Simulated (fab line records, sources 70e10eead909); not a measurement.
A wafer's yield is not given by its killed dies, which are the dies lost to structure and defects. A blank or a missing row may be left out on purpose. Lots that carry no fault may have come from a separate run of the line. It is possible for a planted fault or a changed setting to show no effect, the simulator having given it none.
Which of the tools did it? || flow nand-harc || 24 lots, 72 wafers sampled, at 6 steps of a route of 1302

WHAT THE GAUGES READ, wafer by wafer
The record holds no reading of a measuring or inspecting step that can be judged against a usual standard deviation.

WHAT TOOL EACH LOT RAN ON (gives the tool, then ch and the chambers of the sampled wafers, and finally the start)
{"lot": "L074", "NHARC_A_CONTACT_ETCH_123": "har-cap-etch-02 ch 0,1, day 21 09:21", "NHARC_A_CONTACT_ETCH_102": "rie-diel-03 ch 0,1,2, day 21 10:46", "NHARC_A_CONTACT_DEP_57": "acl-dep-01 ch 0, day 21 14:22", "NHARC_A_CONTACT_ETCH_127": "har-cap-etch-02 ch 0,1, day 21 20:04", "NHARC_A_CONTACT_ETCH_131": "har-cap-etch-02 ch 0,1, day 21 20:46", "NHARC_A_CONTACT_ETCH_139": "har-cap-etch-02 ch 0,1, day 22 04:10"}
{"lot": "L075", "NHARC_A_CONTACT_ETCH_123": "har-cap-etch-01 ch 0,1, day 22 14:21", "NHARC_A_CONTACT_ETCH_102": "rie-diel-05 ch 0,1,2, day 22 15:50", "NHARC_A_CONTACT_DEP_57": "acl-dep-02 ch 0, day 22 16:31", "NHARC_A_CONTACT_ETCH_127": "har-cap-etch-01 ch 0,1, day 22 22:46", "NHARC_A_CONTACT_ETCH_131": "har-cap-etch-01 ch 0,1, day 22 23:29", "NHARC_A_CONTACT_ETCH_139": "har-cap-etch-01 ch 0,1, day 23 08:09"}
{"lot": "L078", "NHARC_A_CONTACT_ETCH_123": "har-cap-etch-02 ch 0,1, day 22 23:38", "NHARC_A_CONTACT_ETCH_102": "rie-diel-10 ch 0,1,2, day 23 01:10", "NHARC_A_CONTACT_DEP_57": "acl-dep-01 ch 0, day 23 04:08", "NHARC_A_CONTACT_ETCH_127": "har-cap-etch-03 ch 0,1, day 23 11:04", "NHARC_A_CONTACT_ETCH_131": "har-cap-etch-03 ch 0,1, day 23 11:47", "NHARC_A_CONTACT_ETCH_139": "har-cap-etch-01 ch 0,1, day 23 21:35"}
{"lot": "L076", "NHARC_A_CONTACT_ETCH_123": "har-cap-etch-03 ch 0,1, day 22 23:52", "NHARC_A_CONTACT_ETCH_102": "rie-diel-03 ch 1,2, day 23 01:21", "NHARC_A_CONTACT_DEP_57": "acl-dep-03 ch 0, day 23 04:48", "NHARC_A_CONTACT_ETCH_127": "har-cap-etch-01 ch 0,1, day 23 11:08", "NHARC_A_CONTACT_ETCH_131": "har-cap-etch-01 ch 0,1, day 23 11:50", "NHARC_A_CONTACT_ETCH_139": "har-cap-etch-02 ch 0,1, day 23 22:07"}
{"lot": "L077", "NHARC_A_CONTACT_ETCH_123": "har-cap-etch-02 ch 0,1, day 23 09:10", "NHARC_A_CONTACT_ETCH_102": "rie-diel-05 ch 0,1, day 23 10:28", "NHARC_A_CONTACT_DEP_57": "acl-dep-01 ch 0, day 23 14:34", "NHARC_A_CONTACT_ETCH_127": "har-cap-etch-03 ch 0,1, day 23 19:08", "NHARC_A_CONTACT_ETCH_131": "har-cap-etch-03 ch 0,1, day 23 19:50", "NHARC_A_CONTACT_ETCH_139": "har-cap-etch-03 ch 0,1, day 24 03:24"}
{"lot": "L079", "NHARC_A_CONTACT_ETCH_123": "har-cap-etch-02 ch 0,1, day 23 19:35", "NHARC_A_CONTACT_ETCH_102": "rie-diel-05 ch 1,2,3, day 23 21:08", "NHARC_A_CONTACT_DEP_57": "acl-dep-03 ch 0, day 23 22:23", "NHARC_A_CONTACT_ETCH_127": "har-cap-etch-01 ch 0,1, day 24 04:07", "NHARC_A_CONTACT_ETCH_131": "har-cap-etch-01 ch 0,1, day 24 04:49", "NHARC_A_CONTACT_ETCH_139": "har-cap-etch-03 ch 0,1, day 24 12:15"}
{"lot": "L080", "NHARC_A_CONTACT_ETCH_123": "har-cap-etch-02 ch 0,1, day 24 13:13", "NHARC_A_CONTACT_ETCH_102": "rie-diel-10 ch 1,3, day 24 14:42", "NHARC_A_CONTACT_DEP_57": "acl-dep-01 ch 0, day 24 16:18", "NHARC_A_CONTACT_ETCH_127": "har-cap-etch-02 ch 0, day 24 22:44", "NHARC_A_CONTACT_ETCH_131": "har-cap-etch-02 ch 0, day 24 23:27", "NHARC_A_CONTACT_ETCH_139": "har-cap-etch-01 ch 0,1, day 25 11:32"}
{"lot": "L082", "NHARC_A_CONTACT_ETCH_123": "har-cap-etch-01 ch 0,1, day 24 18:28", "NHARC_A_CONTACT_ETCH_102": "rie-diel-05 ch 0,1,2, day 24 19:59", "NHARC_A_CONTACT_DEP_57": "acl-dep-03 ch 0, day 24 20:41", "NHARC_A_CONTACT_ETCH_127": "har-cap-etch-01 ch 0,1, day 25 02:57", "NHARC_A_CONTACT_ETCH_131": "har-cap-etch-01 ch 0,1, day 25 03:39", "NHARC_A_CONTACT_ETCH_139": "har-cap-etch-03 ch 0,1, day 25 13:19"}
{"lot": "L081", "NHARC_A_CONTACT_ETCH_123": "har-cap-etch-03 ch 1, day 24 19:19", "NHARC_A_CONTACT_ETCH_102": "rie-diel-10 ch 0,1, day 24 20:58", "NHARC_A_CONTACT_DEP_57": "acl-dep-03 ch 0, day 24 23:55", "NHARC_A_CONTACT_ETCH_127": "har-cap-etch-03 ch 0,1, day 25 06:23", "NHARC_A_CONTACT_ETCH_131": "har-cap-etch-03 ch 0,1, day 25 07:05", "NHARC_A_CONTACT_ETCH_139": "har-cap-etch-02 ch 0,1, day 25 16:47"}
{"lot": "L084", "NHARC_A_CONTACT_ETCH_123": "har-cap-etch-02 ch 0,1, day 25 11:34", "NHARC_A_CONTACT_ETCH_102": "rie-diel-05 ch 0,2, day 25 12:58", "NHARC_A_CONTACT_DEP_57": "acl-dep-03 ch 0, day 25 14:46", "NHARC_A_CONTACT_ETCH_127": "har-cap-etch-03 ch 0,1, day 25 20:11", "NHARC_A_CONTACT_ETCH_131": "har-cap-etch-03 ch 0,1, day 25 20:54", "NHARC_A_CONTACT_ETCH_139": "har-cap-etch-02 ch 0,1, day 26 05:36"}
{"lot": "L083", "NHARC_A_CONTACT_ETCH_123": "har-cap-etch-01 ch 0,1, day 25 16:04", "NHARC_A_CONTACT_ETCH_102": "rie-diel-05 ch 2,3, day 25 17:36", "NHARC_A_CONTACT_DEP_57": "acl-dep-03 ch 0, day 25 18:55", "NHARC_A_CONTACT_ETCH_127": "har-cap-etch-01 ch 0,1, day 26 00:35", "NHARC_A_CONTACT_ETCH_131": "har-cap-etch-01 ch 0,1, day 26 01:18", "NHARC_A_CONTACT_ETCH_139": "har-cap-etch-01 ch 0,1, day 26 09:19"}
{"lot": "L086", "NHARC_A_CONTACT_ETCH_123": "har-cap-etch-03 ch 0,1, day 26 07:38", "NHARC_A_CONTACT_ETCH_102": "rie-diel-10 ch 0,1,2, day 26 09:07", "NHARC_A_CONTACT_DEP_57": "acl-dep-03 ch 0, day 26 10:03", "NHARC_A_CONTACT_ETCH_127": "har-cap-etch-01 ch 0,1, day 26 16:43", "NHARC_A_CONTACT_ETCH_131": "har-cap-etch-01 ch 0,1, day 26 17:25", "NHARC_A_CONTACT_ETCH_139": "har-cap-etch-02 ch 0,1, day 27 05:46"}
{"lot": "L087", "NHARC_A_CONTACT_ETCH_123": "har-cap-etch-02 ch 0, day 26 14:36", "NHARC_A_CONTACT_ETCH_102": "rie-diel-10 ch 2,3, day 26 16:05", "NHARC_A_CONTACT_DEP_57": "acl-dep-01 ch 0, day 26 19:49", "NHARC_A_CONTACT_ETCH_127": "har-cap-etch-03 ch 0,1, day 27 01:49", "NHARC_A_CONTACT_ETCH_131": "har-cap-etch-03 ch 0,1, day 27 02:32", "NHARC_A_CONTACT_ETCH_139": "har-cap-etch-02 ch 1, day 27 12:55"}
{"lot": "L085", "NHARC_A_CONTACT_ETCH_123": "har-cap-etch-03 ch 0,1, day 26 14:48", "NHARC_A_CONTACT_ETCH_102": "rie-diel-05 ch 0,1,2, day 26 16:17", "NHARC_A_CONTACT_DEP_57": "acl-dep-03 ch 0, day 26 20:10", "NHARC_A_CONTACT_ETCH_127": "har-cap-etch-01 ch 0,1, day 27 01:52", "NHARC_A_CONTACT_ETCH_131": "har-cap-etch-01 ch 0,1, day 27 02:35", "NHARC_A_CONTACT_ETCH_139": "har-cap-etch-03 ch 0,1, day 27 13:19"}
{"lot": "L088", "NHARC_A_CONTACT_ETCH_123": "har-cap-etch-02 ch 0,1, day 26 20:53", "NHARC_A_CONTACT_ETCH_102": "rie-diel-03 ch 2,3, day 26 22:36", "NHARC_A_CONTACT_DEP_57": "acl-dep-02 ch 0, day 27 04:14", "NHARC_A_CONTACT_ETCH_127": "har-cap-etch-01 ch 0,1, day 27 09:50", "NHARC_A_CONTACT_ETCH_131": "har-cap-etch-01 ch 0,1, day 27 10:33", "NHARC_A_CONTACT_ETCH_139": "har-cap-etch-02 ch 0, day 27 18:23"}
{"lot": "L089", "NHARC_A_CONTACT_ETCH_123": "har-cap-etch-03 ch 0,1, day 27 06:34", "NHARC_A_CONTACT_ETCH_102": "rie-diel-03 ch 0,1,3, day 27 08:03", "NHARC_A_CONTACT_DEP_57": "acl-dep-03 ch 0, day 27 10:27", "NHARC_A_CONTACT_ETCH_127": "har-cap-etch-01 ch 0,1, day 27 16:10", "NHARC_A_CONTACT_ETCH_131": "har-cap-etch-01 ch 0,1, day 27 16:53", "NHARC_A_CONTACT_ETCH_139": "har-cap-etch-01 ch 0,1, day 28 02:17"}
{"lot": "L090", "NHARC_A_CONTACT_ETCH_123": "har-cap-etch-03 ch 0,1, day 27 21:21", "NHARC_A_CONTACT_ETCH_102": "rie-diel-05 ch 1,2,3, day 27 22:40", "NHARC_A_CONTACT_DEP_57": "acl-dep-02 ch 0, day 28 00:23", "NHARC_A_CONTACT_ETCH_127": "har-cap-etch-02 ch 0,1, day 28 05:28", "NHARC_A_CONTACT_ETCH_131": "har-cap-etch-02 ch 0,1, day 28 06:10", "NHARC_A_CONTACT_ETCH_139": "har-cap-etch-01 ch 0,1, day 28 15:19"}
{"lot": "L091", "NHARC_A_CONTACT_ETCH_123": "har-cap-etch-03 ch 0,1, day 28 13:30", "NHARC_A_CONTACT_ETCH_102": "rie-diel-10 ch 0,3, day 28 14:59", "NHARC_A_CONTACT_DEP_57": "acl-dep-01 ch 0, day 28 17:57", "NHARC_A_CONTACT_ETCH_127": "har-cap-etch-02 ch 0,1, day 28 23:42", "NHARC_A_CONTACT_ETCH_131": "har-cap-etch-02 ch 0,1, day 29 00:24", "NHARC_A_CONTACT_ETCH_139": "har-cap-etch-01 ch 0,1, day 29 07:51"}
{"lot": "L092", "NHARC_A_CONTACT_ETCH_123": "har-cap-etch-03 ch 0,1, day 29 03:22", "NHARC_A_CONTACT_ETCH_102": "rie-diel-05 ch 0,1, day 29 05:02", "NHARC_A_CONTACT_DEP_57": "acl-dep-01 ch 0, day 29 05:43", "NHARC_A_CONTACT_ETCH_127": "har-cap-etch-02 ch 0,1, day 29 11:59", "NHARC_A_CONTACT_ETCH_131": "har-cap-etch-02 ch 0,1, day 29 12:41", "NHARC_A_CONTACT_ETCH_139": "har-cap-etch-03 ch 0,1, day 29 23:04"}
{"lot": "L093", "NHARC_A_CONTACT_ETCH_123": "har-cap-etch-01 ch 0,1, day 30 00:10", "NHARC_A_CONTACT_ETCH_102": "rie-diel-03 ch 2,3, day 30 01:35", "NHARC_A_CONTACT_DEP_57": "acl-dep-03 ch 0, day 30 02:14", "NHARC_A_CONTACT_ETCH_127": "har-cap-etch-03 ch 0,1, day 30 08:31", "NHARC_A_CONTACT_ETCH_131": "har-cap-etch-03 ch 0,1, day 30 09:13", "NHARC_A_CONTACT_ETCH_139": "har-cap-etch-02 ch 0,1, day 30 18:53"}
{"lot": "L094", "NHARC_A_CONTACT_ETCH_123": "har-cap-etch-03 ch 0,1, day 30 06:07", "NHARC_A_CONTACT_ETCH_102": "rie-diel-10 ch 0,1,2, day 30 07:32", "NHARC_A_CONTACT_DEP_57": "acl-dep-01 ch 0, day 30 09:33", "NHARC_A_CONTACT_ETCH_127": "har-cap-etch-02 ch 0, day 30 15:17", "NHARC_A_CONTACT_ETCH_131": "har-cap-etch-02 ch 0, day 30 16:00", "NHARC_A_CONTACT_ETCH_139": "har-cap-etch-02 ch 0,1, day 30 23:37"}
{"lot": "L095", "NHARC_A_CONTACT_ETCH_123": "har-cap-etch-02 ch 0,1, day 30 06:39", "NHARC_A_CONTACT_ETCH_102": "rie-diel-05 ch 0,2, day 30 08:11", "NHARC_A_CONTACT_DEP_57": "acl-dep-03 ch 0, day 30 10:37", "NHARC_A_CONTACT_ETCH_127": "har-cap-etch-03 ch 0,1, day 30 15:51", "NHARC_A_CONTACT_ETCH_131": "har-cap-etch-03 ch 0,1, day 30 16:34", "NHARC_A_CONTACT_ETCH_139": "har-cap-etch-01 ch 0,1, day 31 00:47"}
{"lot": "L096", "NHARC_A_CONTACT_ETCH_123": "har-cap-etch-01 ch 0,1, day 30 09:53", "NHARC_A_CONTACT_ETCH_102": "rie-diel-10 ch 1,3, day 30 11:22", "NHARC_A_CONTACT_DEP_57": "acl-dep-03 ch 0, day 30 14:37", "NHARC_A_CONTACT_ETCH_127": "har-cap-etch-03 ch 0,1, day 30 20:55", "NHARC_A_CONTACT_ETCH_131": "har-cap-etch-03 ch 0,1, day 30 21:37", "NHARC_A_CONTACT_ETCH_139": "har-cap-etch-02 ch 0,1, day 31 06:13"}
{"lot": "L097", "NHARC_A_CONTACT_ETCH_123": "har-cap-etch-01 ch 0,1, day 30 18:35", "NHARC_A_CONTACT_ETCH_102": "rie-diel-05 ch 0,1,3, day 30 20:13", "NHARC_A_CONTACT_DEP_57": "acl-dep-01 ch 0, day 30 21:26", "NHARC_A_CONTACT_ETCH_127": "har-cap-etch-03 ch 0,1, day 31 03:11", "NHARC_A_CONTACT_ETCH_131": "har-cap-etch-03 ch 0,1, day 31 03:53", "NHARC_A_CONTACT_ETCH_139": "har-cap-etch-02 ch 0,1, day 31 12:26"}
- NHARC_A_CONTACT_ETCH_123: etches the open film in C4F8/O2/Ar, time 490 s, target depth 2110 nm.
- NHARC_A_CONTACT_ETCH_102: etches the open film in CF4/O2, target depth 100 nm, overetch 10 nm, time 55 s.
- NHARC_A_CONTACT_DEP_57: deposits aC, target thk 5300 nm.
- NHARC_A_CONTACT_ETCH_127: etches the open film in C4F8/O2/Ar, time 197 s, target depth 1918 nm.
- NHARC_A_CONTACT_ETCH_131: etches the open film in C4F8/O2/Ar, time 197 s, target depth 1918 nm.
- NHARC_A_CONTACT_ETCH_139: etches the open film in C4F8/O2/Ar, time 195 s, target depth 840 nm.

WHAT THE TOOLS THEMSELVES READ (means of the sampled wafers that have a number; where no wafer has one, the mark that the record gives instead)
NHARC_A_CONTACT_ETCH_102.
{"lot": "L074", "tool": "rie-diel-03", "drypump-motor-current-A (A)": 5.9, "oes-product-au (a.u.)": 0.997, "rf-vpp-V (V)": 199.1, "showerhead-plenum-p-Torr (Torr)": 1.37, "throttle-valve-pct (%)": 13.393}
{"lot": "L075", "tool": "rie-diel-05", "drypump-motor-current-A (A)": 5.6, "oes-product-au (a.u.)": 1.005, "rf-vpp-V (V)": 198.5, "showerhead-plenum-p-Torr (Torr)": 1.35, "throttle-valve-pct (%)": 13.393}
{"lot": "L078", "tool": "rie-diel-10", "drypump-motor-current-A (A)": 6.0, "oes-product-au (a.u.)": 1.008, "rf-vpp-V (V)": 197.9, "showerhead-plenum-p-Torr (Torr)": 1.34, "throttle-valve-pct (%)": 13.393}
{"lot": "L076", "tool": "rie-diel-03", "drypump-motor-current-A (A)": 5.5, "oes-product-au (a.u.)": 0.997, "rf-vpp-V (V)": 198.9, "showerhead-plenum-p-Torr (Torr)": 1.40, "throttle-valve-pct (%)": 13.398}
{"lot": "L077", "tool": "rie-diel-05", "drypump-motor-current-A (A)": 5.5, "oes-product-au (a.u.)": 1.006, "rf-vpp-V (V)": 198.2, "showerhead-plenum-p-Torr (Torr)": 1.37, "throttle-valve-pct (%)": 13.391}
{"lot": "L079", "tool": "rie-diel-05", "drypump-motor-current-A (A)": 5.4, "oes-product-au (a.u.)": 1.005, "rf-vpp-V (V)": 198.4, "showerhead-plenum-p-Torr (Torr)": 1.34, "throttle-valve-pct (%)": 13.399}
{"lot": "L080", "tool": "rie-diel-10", "drypump-motor-current-A (A)": 5.8, "oes-product-au (a.u.)": 0.998, "rf-vpp-V (V)": 195.8, "showerhead-plenum-p-Torr (Torr)": 1.29, "throttle-valve-pct (%)": 13.390}
{"lot": "L082", "tool": "rie-diel-05", "drypump-motor-current-A (A)": 5.6, "oes-product-au (a.u.)": 1.001, "rf-vpp-V (V)": 198.1, "showerhead-plenum-p-Torr (Torr)": 1.34, "throttle-valve-pct (%)": 13.398}
{"lot": "L081", "tool": "rie-diel-10", "drypump-motor-current-A (A)": 6.2, "oes-product-au (a.u.)": 1.011, "rf-vpp-V (V)": 196.6, "showerhead-plenum-p-Torr (Torr)": 1.28, "throttle-valve-pct (%)": 13.389}
{"lot": "L084", "tool": "rie-diel-05", "drypump-motor-current-A (A)": 5.6, "oes-product-au (a.u.)": 1.008, "rf-vpp-V (V)": 197.0, "showerhead-plenum-p-Torr (Torr)": 1.31, "throttle-valve-pct (%)": 13.392}
{"lot": "L083", "tool": "rie-diel-05", "drypump-motor-current-A (A)": 5.2, "oes-product-au (a.u.)": 0.997, "rf-vpp-V (V)": 197.4, "showerhead-plenum-p-Torr (Torr)": 1.30, "throttle-valve-pct (%)": 13.398}
{"lot": "L086", "tool": "rie-diel-10", "drypump-motor-current-A (A)": 6.1, "oes-product-au (a.u.)": 1.003, "rf-vpp-V (V)": 198.1, "showerhead-plenum-p-Torr (Torr)": 1.34, "throttle-valve-pct (%)": 13.400}
{"lot": "L087", "tool": "rie-diel-10", "drypump-motor-current-A (A)": 5.6, "oes-product-au (a.u.)": 1.003, "rf-vpp-V (V)": 198.6, "showerhead-plenum-p-Torr (Torr)": 1.39, "throttle-valve-pct (%)": 13.384}
{"lot": "L085", "tool": "rie-diel-05", "drypump-motor-current-A (A)": 5.6, "oes-product-au (a.u.)": 0.991, "rf-vpp-V (V)": 197.9, "showerhead-plenum-p-Torr (Torr)": 1.34, "throttle-valve-pct (%)": 13.395}
{"lot": "L088", "tool": "rie-diel-03", "drypump-motor-current-A (A)": 5.3, "oes-product-au (a.u.)": 1.013, "rf-vpp-V (V)": 196.9, "showerhead-plenum-p-Torr (Torr)": 1.30, "throttle-valve-pct (%)": 13.395}
{"lot": "L089", "tool": "rie-diel-03", "drypump-motor-current-A (A)": 5.9, "oes-product-au (a.u.)": 0.999, "rf-vpp-V (V)": 197.3, "showerhead-plenum-p-Torr (Torr)": 1.32, "throttle-valve-pct (%)": 13.396}
{"lot": "L090", "tool": "rie-diel-05", "drypump-motor-current-A (A)": 5.4, "oes-product-au (a.u.)": 1.004, "rf-vpp-V (V)": 197.8, "showerhead-plenum-p-Torr (Torr)": 1.34, "throttle-valve-pct (%)": 13.398}
{"lot": "L091", "tool": "rie-diel-10", "drypump-motor-current-A (A)": 4.9, "oes-product-au (a.u.)": 0.997, "rf-vpp-V (V)": 197.7, "showerhead-plenum-p-Torr (Torr)": 1.33, "throttle-valve-pct (%)": 13.402}
{"lot": "L092", "tool": "rie-diel-05", "drypump-motor-current-A (A)": 5.5, "oes-product-au (a.u.)": 1.000, "rf-vpp-V (V)": 198.0, "showerhead-plenum-p-Torr (Torr)": 1.33, "throttle-valve-pct (%)": 13.403}
{"lot": "L093", "tool": "rie-diel-03", "drypump-motor-current-A (A)": 5.3, "oes-product-au (a.u.)": 0.994, "rf-vpp-V (V)": 198.2, "showerhead-plenum-p-Torr (Torr)": 1.29, "throttle-valve-pct (%)": 13.400}
{"lot": "L094", "tool": "rie-diel-10", "drypump-motor-current-A (A)": 6.0, "oes-product-au (a.u.)": 1.002, "rf-vpp-V (V)": 197.7, "showerhead-plenum-p-Torr (Torr)": 1.33, "throttle-valve-pct (%)": 13.395}
{"lot": "L095", "tool": "rie-diel-05", "drypump-motor-current-A (A)": 5.6, "oes-product-au (a.u.)": 0.994, "rf-vpp-V (V)": 196.5, "showerhead-plenum-p-Torr (Torr)": 1.31, "throttle-valve-pct (%)": 13.394}
{"lot": "L096", "tool": "rie-diel-10", "drypump-motor-current-A (A)": 5.2, "oes-product-au (a.u.)": 0.993, "rf-vpp-V (V)": 197.1, "showerhead-plenum-p-Torr (Torr)": 1.31, "throttle-valve-pct (%)": 13.397}
{"lot": "L097", "tool": "rie-diel-05", "drypump-motor-current-A (A)": 5.3, "oes-product-au (a.u.)": 0.998, "rf-vpp-V (V)": 197.5, "showerhead-plenum-p-Torr (Torr)": 1.32, "throttle-valve-pct (%)": 13.406}

NHARC_A_CONTACT_DEP_57.
{"lot": "L074", "tool": "acl-dep-01", "throttle-valve-pct (%)": 34.995}
{"lot": "L075", "tool": "acl-dep-02", "throttle-valve-pct (%)": 35.000}
{"lot": "L078", "tool": "acl-dep-01", "throttle-valve-pct (%)": 34.992}
{"lot": "L076", "tool": "acl-dep-03", "throttle-valve-pct (%)": 35.003}
{"lot": "L077", "tool": "acl-dep-01", "throttle-valve-pct (%)": 34.989}
{"lot": "L079", "tool": "acl-dep-03", "throttle-valve-pct (%)": 34.993}
{"lot": "L080", "tool": "acl-dep-01", "throttle-valve-pct (%)": 34.998}
{"lot": "L082", "tool": "acl-dep-03", "throttle-valve-pct (%)": 35.001}
{"lot": "L081", "tool": "acl-dep-03", "throttle-valve-pct (%)": 35.002}
{"lot": "L084", "tool": "acl-dep-03", "throttle-valve-pct (%)": 35.001}
{"lot": "L083", "tool": "acl-dep-03", "throttle-valve-pct (%)": 34.996}
{"lot": "L086", "tool": "acl-dep-03", "throttle-valve-pct (%)": 34.994}
{"lot": "L087", "tool": "acl-dep-01", "throttle-valve-pct (%)": 35.003}
{"lot": "L085", "tool": "acl-dep-03", "throttle-valve-pct (%)": 35.009}
{"lot": "L088", "tool": "acl-dep-02", "throttle-valve-pct (%)": 35.000}
{"lot": "L089", "tool": "acl-dep-03", "throttle-valve-pct (%)": 34.998}
{"lot": "L090", "tool": "acl-dep-02", "throttle-valve-pct (%)": 35.006}
{"lot": "L091", "tool": "acl-dep-01", "throttle-valve-pct (%)": 34.999}
{"lot": "L092", "tool": "acl-dep-01", "throttle-valve-pct (%)": 34.997}
{"lot": "L093", "tool": "acl-dep-03", "throttle-valve-pct (%)": 34.991}
{"lot": "L094", "tool": "acl-dep-01", "throttle-valve-pct (%)": 35.000}
{"lot": "L095", "tool": "acl-dep-03", "throttle-valve-pct (%)": 34.996}
{"lot": "L096", "tool": "acl-dep-03", "throttle-valve-pct (%)": 34.993}
{"lot": "L097", "tool": "acl-dep-01", "throttle-valve-pct (%)": 34.994}

THE ANSWER, worked out from the rows above alone
Rule: the usual values come from the lots themselves. The widest of any qualifying gaps counts: lots, ordered by their means at a reading, are off when they make up no more than a third of the lots, leave a main group of 4 or more, and stand apart from it by 3 or more times the standard deviation of that group's means. A main group whose means are all the same, to the digits that the tables above print for the reading, isn't used. Also off: a lot with no number at a reading for which 4 or more lots have one. All remaining lots with rows at the step are treated as sound. First the gauges in route order, then the tools' own readings, where a lot's mean is used as printed above. At the first step where some lot is off, the reading lying furthest off is the one used; lots without a number count as furthest.
Nothing can be told from this: no lot is off at any reading shown.

WHAT THE SIMULATOR HAD PUT IN
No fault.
